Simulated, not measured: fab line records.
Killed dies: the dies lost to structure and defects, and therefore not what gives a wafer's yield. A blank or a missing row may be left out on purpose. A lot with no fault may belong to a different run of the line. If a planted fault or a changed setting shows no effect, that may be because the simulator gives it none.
A lot that was struck, set against a sound lot -- flow nandHarc -- 16 steps out of a route of 1302
Sound: the wafers L236.2, L236.4, L236.5. Struck: wafer L246.2; the same lot's L246.6 was not struck, so it is left out; see the end for the cause.
Per side, at each step with rows, come the tool, then ch with its chambers, and then its first start. Under that, the readings that differ: sound wafers -- struck wafers -- difference of the means -- sigmas: that difference in standard deviations of wafers without a fault.
alike: same words and numbers on both sides, and readings whose means sit less than 2 such deviations apart. not compared: any withheld reading, any reading some wafer has no value for, any bound like >300 that may hide the same value, and any number with overlapping values for which the record gives no deviation.
A row with sigmas, a row that says differs or no value, or rows on one side alone: a step with any of these is where the two part. Non-overlapping numbers with no deviation appear without sigmas and do not part them. Lack of a reading on every wafer of one side parts them only where that side has two or more wafers.

NHARC_A_ONON_D2_THK_MEAS_05: measures by ellipsometry.
  sound: filmMetro-01 at day 15 04:45; struck: filmMetro-01 at day 19 10:00
reading,sound,struck,difference,sigmas
thkNm (nm),1004 1003 1004,979,-25,-3
following that, 1 step holds no rows for these wafers, namely NHARC_A_ONON_D2_DEP_06 (target thickness 1000 nm).
NHARC_A_ONON_D2_THK_MEAS_08: measures by ellipsometry.
  sound: filmMetro-02 at day 15 05:19; struck: filmMetro-01 at day 19 10:34
  alike: thkNm
following that, 1 step holds no rows for these wafers, namely NHARC_A_ONON_D2_DEP_09 (target thickness 1000 nm).
NHARC_A_ONON_D2_THK_MEAS_11: measures by ellipsometry.
  sound: filmMetro-01 at day 15 05:53; struck: filmMetro-01 at day 19 11:08
  alike: thkNm
following that, 1 step holds no rows for these wafers, namely NHARC_A_ONON_D2_DEP_12 (target thickness 1000 nm).
NHARC_A_ONON_D2_THK_MEAS_14: measures by ellipsometry.
  sound: filmMetro-01 at day 15 06:27; struck: filmMetro-01 at day 19 11:42
  alike: thkNm
then, 2 steps without rows for these wafers: NHARC_A_ONON_D2_ANNEAL_15 (time 3600 s); NHARC_A_ONON_D2_DEP_16 (target thk 1000 nm).
NHARC_A_ONON_D2_THK_MEAS_18: measures by ellipsometry.
  sound: filmMetro-01 at day 15 13:49; struck: filmMetro-01 at day 19 21:05
reading,sound,struck,difference,sigmas
thkNm (nm),984 981 984,1011,+28,+3
following that, 1 step holds no rows for these wafers, namely NHARC_A_ONON_D2_DEP_19 (target thickness 1000 nm).
NHARC_A_ONON_D2_THK_MEAS_21: measures by ellipsometry.
  sound: filmMetro-01 at day 15 14:22; struck: filmMetro-02 at day 19 21:47
  alike: thkNm
NHARC_A_ONON_D2_DEP_22: target thk 1000 nm.
  sound on pecvdOnon-04 ch 0, day 15 14:29; struck on pecvdOnon-04 ch 0, day 19 21:53
NHARC_A_ONON_D2_THK_MEAS_24: measures by ellipsometry.
  sound: filmMetro-02 at day 15 14:56; struck: filmMetro-01 at day 19 22:20
reading,sound,struck,difference,sigmas
thkNm (nm),1001 1002 1002,527,-475,-64
following that, 1 step holds no rows for these wafers, namely NHARC_A_ONON_D2_DEP_25 (target thickness 1000 nm).
-- record jumps: 11 days between struck wafers' starts before vs after; left off in module A_ONON_D2, resumes in module END, first step shown is number 1302 of the route --
NHARC_END_SORT_01:
  here the record holds rows for the struck wafers (prober-02 ch 0, day 31 02:00) but none for the sound ones

WHERE THEY PART
First at NHARC_A_ONON_D2_THK_MEAS_05; last, within this record, at NHARC_END_SORT_01.

WHY: what the simulator had put in
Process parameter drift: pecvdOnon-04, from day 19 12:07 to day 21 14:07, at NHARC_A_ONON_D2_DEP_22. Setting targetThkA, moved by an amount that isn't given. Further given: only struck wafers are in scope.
